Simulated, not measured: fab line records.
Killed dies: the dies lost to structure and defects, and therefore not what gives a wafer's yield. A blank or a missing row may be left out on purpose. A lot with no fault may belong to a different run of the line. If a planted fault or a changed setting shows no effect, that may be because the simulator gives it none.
Chamber matching | flow nand_harc | 3 sister chambers for NHARC_A_SLIT_DEP_25 on pecvd-03
The step deposits SiO2, target thk 200 nm. 16 wafers are shown with their chamber, then 8 later ones without.

== WAFERS WITH THEIR CHAMBER ==
wafer  | chamber | heater_power_w (W) | throttle_valve_pct (%) | flow_sccm (sccm)
L948.1 | 2       | 517                | 15.9                   | 2635
L948.2 | 0       | 585                | 15.6                   | 2655
L948.3 | 1       | 445                | 15.5                   | 2649
L945.2 | 1       | 444                | 15.5                   | 2639
L945.5 | 2       | 542                | 15.6                   | 2654
L945.6 | 1       | 467                | 15.6                   | 2639
L952.3 | 1       | 425                | 15.5                   | 2643
L952.4 | 0       | 571                | 15.7                   | 2652
L952.6 | 1       | 441                | 15.6                   | 2653
L951.1 | 1       | 504                | 15.7                   | 2635
L951.2 | 2       | 565                | 15.7                   | 2639
L951.4 | 0       | 544                | 15.8                   | 2666
L956.4 | 1       | 518                | 15.4                   | 2647
L956.5 | 0       | 548                | 15.6                   | 2640
L956.6 | 2       | 578                | 15.9                   | 2642
L961.3 | 1       | 433                | 15.7                   | 2656

SIGNATURES (means of the wafers above)
reading            | chamber 0 | chamber 1 | chamber 2 | scatter within a chamber
heater_power_w     | 562.00    | 459.62    | 550.50    | 29.7
throttle_valve_pct | 15.675    | 15.562    | 15.775    | 0.116
flow_sccm          | 2653.25   | 2645.12   | 2642.50   | 8.43
Rule: a wafer's distance from a chamber is the root of the sum, over the readings, of the square of ((its reading less the chamber's mean) divided by the reading's scatter). If the next closest chamber is less than 2 further off than the closest, the wafer can't be placed; otherwise it belongs to the closest. The scatter: the root of (the sum of the squares of (reading less its chamber's mean) over the shown wafers, divided by (wafers less chambers)).

== WAFERS WITH NO CHAMBER GIVEN ==
wafer  | heater_power_w (W) | throttle_valve_pct (%) | flow_sccm (sccm)
L961.4 | 547                | 15.8                   | 2659
L961.5 | 453                | 15.9                   | 2651
L965.3 | 562                | 15.9                   | 2655
L965.4 | 581                | 15.7                   | 2665
L965.5 | 469                | 16.0                   | 2653
L968.2 | 516                | 15.8                   | 2653
L968.3 | 499                | 15.9                   | 2645
L968.6 | 503                | 15.8                   | 2641

== CHAMBER TAKEN BY EACH ==
wafer  | from the rows above          | in truth
L961.4 | can't be placed: 0 or 2      | 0
L961.5 | can't be placed: 1 or 2 or 0 | 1
L965.3 | can't be placed: 2 or 0      | 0
L965.4 | can't be placed: 0 or 2      | 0
L965.5 | can't be placed: 2 or 1 or 0 | 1
L968.2 | can't be placed: 2 or 0 or 1 | 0
L968.3 | can't be placed: 2 or 0 or 1 | 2
L968.6 | can't be placed: 2 or 1 or 0 | 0
Placed correctly: 0 of 8. These rows do not allow placing 8 (true chamber among the candidates in 8). 0 placed wrongly.
